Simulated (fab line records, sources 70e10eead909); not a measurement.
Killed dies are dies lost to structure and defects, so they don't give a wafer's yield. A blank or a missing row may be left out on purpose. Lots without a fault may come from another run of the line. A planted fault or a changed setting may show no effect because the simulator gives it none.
Which tool did it? | flow nand_harc | 11 lots, 33 wafers sampled, at 1 step of a route of 1159

WHAT THE GAUGES READ, wafer by wafer
NHARC_A_BONDPAD_THK_MEAS_20: measures by xrf.
lot  | measured     | on            | thk_nm (nm)
L524 | day 18 01:46 | film_metro-01 | 169.7 167.2 167.3
L526 | day 18 03:41 | film_metro-01 | 171.3 171.0 170.8
L525 | day 18 04:08 | film_metro-02 | 167.9 172.0 169.7
L527 | day 18 06:55 | film_metro-02 | 169.7 169.9 169.4
L530 | day 19 05:21 | film_metro-01 | 171.3 169.6 167.2
L537 | day 20 16:28 | film_metro-01 | 168.8 169.7 168.9
L541 | day 21 23:46 | film_metro-02 | 168.9 167.6 168.3
L540 | day 22 04:13 | film_metro-02 | 169.2 170.3 170.4
L542 | day 22 16:10 | film_metro-01 | 168.9 168.9 168.5
L547 | day 23 14:29 | film_metro-02 | 168.5 166.3 167.5
L546 | day 24 14:58 | film_metro-02 | 171.4 170.6 170.7

WHICH TOOL RAN EACH LOT (tool, then ch and the chambers of the sampled wafers, then the start)
The record holds no process step before these readings.

THE ANSWER, worked out from the rows above alone
Rule: what is usual is taken from the lots themselves. Put in order of their means at a reading, lots are off if they are a third of the lots or fewer, leave a main group of 4 or more, and stand apart from it by a gap of 3 or more times the standard deviation of the main group's means; of several such gaps the widest counts. A main group whose means are all the same, to the digits that the tables above print for the reading, isn't used. A lot without any number at a reading at which 4 lots or more have one is off too. The other lots that the step has rows for count as sound.
No lot is off at any reading shown: from this, nothing can be told.

WHAT THE SIMULATOR HAD PUT IN
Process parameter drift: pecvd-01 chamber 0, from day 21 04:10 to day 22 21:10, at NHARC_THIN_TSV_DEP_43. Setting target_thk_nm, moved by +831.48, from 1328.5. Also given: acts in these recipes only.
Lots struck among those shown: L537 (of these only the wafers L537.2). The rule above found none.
